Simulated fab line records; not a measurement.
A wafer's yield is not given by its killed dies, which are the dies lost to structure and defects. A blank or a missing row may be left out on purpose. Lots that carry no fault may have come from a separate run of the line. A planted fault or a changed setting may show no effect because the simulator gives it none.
Matching of chambers | flow nand-harc | NHARC_A_BLC_ALD_23 on ald-metal-02 has 4 sister chambers
The step deposits TiN, target thk 3 nm, pulse time 1 s, ald cycles 150. 22 wafers are shown with their chamber, then 11 later ones without.

## WAFERS WITH THEIR CHAMBER
wafer  | chamber | heater-power-w (W) | precursor-pulse-height-rel
L077.2 | 3       | 1134               | 0.998
L077.4 | 1       | 1074               | 1.009
L077.5 | 1       | 1054               | 0.999
L075.2 | 0       | 1061               | 1.021
L075.3 | 2       | 1121               | 0.986
L075.5 | 0       | 1094               | 0.984
L079.3 | 2       | 1115               | 1.057
L079.5 | 2       | 1112               | 1.014
L079.6 | 1       | 1066               | 0.960
L081.2 | 2       | 1142               | 0.996
L081.3 | 0       | 1084               | 0.973
L081.5 | 2       | 1157               | 0.982
L087.2 | 1       | 1045               | 1.028
L087.5 | 2       | 1174               | 1.000
L087.6 | 1       | 1045               | 0.998
L089.1 | 1       | 1053               | 1.025
L089.2 | 2       | 1163               | 1.009
L089.5 | 0       | 1006               | 0.979
L090.3 | 0       | 1054               | 1.016
L090.4 | 3       | 1186               | 0.958
L090.6 | 1       | 1042               | 1.020
L093.1 | 0       | 1034               | 1.049

SIGNATURES (means of the wafers above)
reading                    | chamber 0 | chamber 1 | chamber 2 | chamber 3 | scatter within a chamber
heater-power-w             | 1055.50   | 1054.14   | 1140.57   | 1160.00   | 24.9
precursor-pulse-height-rel | 1.00367   | 1.00557   | 1.00629   | 0.97800   | 0.0261
Rule: for each reading, subtract the chamber's mean from the wafer's reading, divide by that reading's scatter and square the result; add these up over the readings and take the root, which gives the wafer's distance from the chamber. The wafer belongs to the nearest chamber; if the next one is less than 2 further off, it can't be placed. The scatter: the root of (the sum of the squares of (reading less its chamber's mean) over the shown wafers, divided by (wafers less chambers)).

## WAFERS WHOSE CHAMBER IS MISSING
wafer  | heater-power-w (W) | precursor-pulse-height-rel
L093.2 | 1213               | 0.936
L093.6 | 1022               | 0.975
L094.1 | 1022               | 1.016
L094.2 | 1173               | 0.998
L094.6 | 1142               | 1.017
L095.2 | 1044               | 0.975
L095.4 | 1230               | 1.008
L095.5 | 1063               | 0.991
L096.2 | 1227               | 0.988
L096.3 | 1041               | 1.015
L096.4 | 1050               | 0.997

## EACH ONE'S CHAMBER
wafer  | from the rows above     | in truth
L093.2 | can't be placed: 3 or 2 | 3
L093.6 | can't be placed: 0 or 1 | 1
L094.1 | can't be placed: 1 or 0 | 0
L094.2 | can't be placed: 3 or 2 | 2
L094.6 | can't be placed: 2 or 3 | 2
L095.2 | can't be placed: 0 or 1 | 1
L095.4 | can't be placed: 3 or 2 | 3
L095.5 | can't be placed: 0 or 1 | 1
L096.2 | can't be placed: 3 or 2 | 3
L096.3 | can't be placed: 1 or 0 | 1
L096.4 | can't be placed: 0 or 1 | 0
0 of 11 placed correctly. Not placeable from these rows: 11 (in 11, the candidates include the true chamber). Wrongly placed: 0.
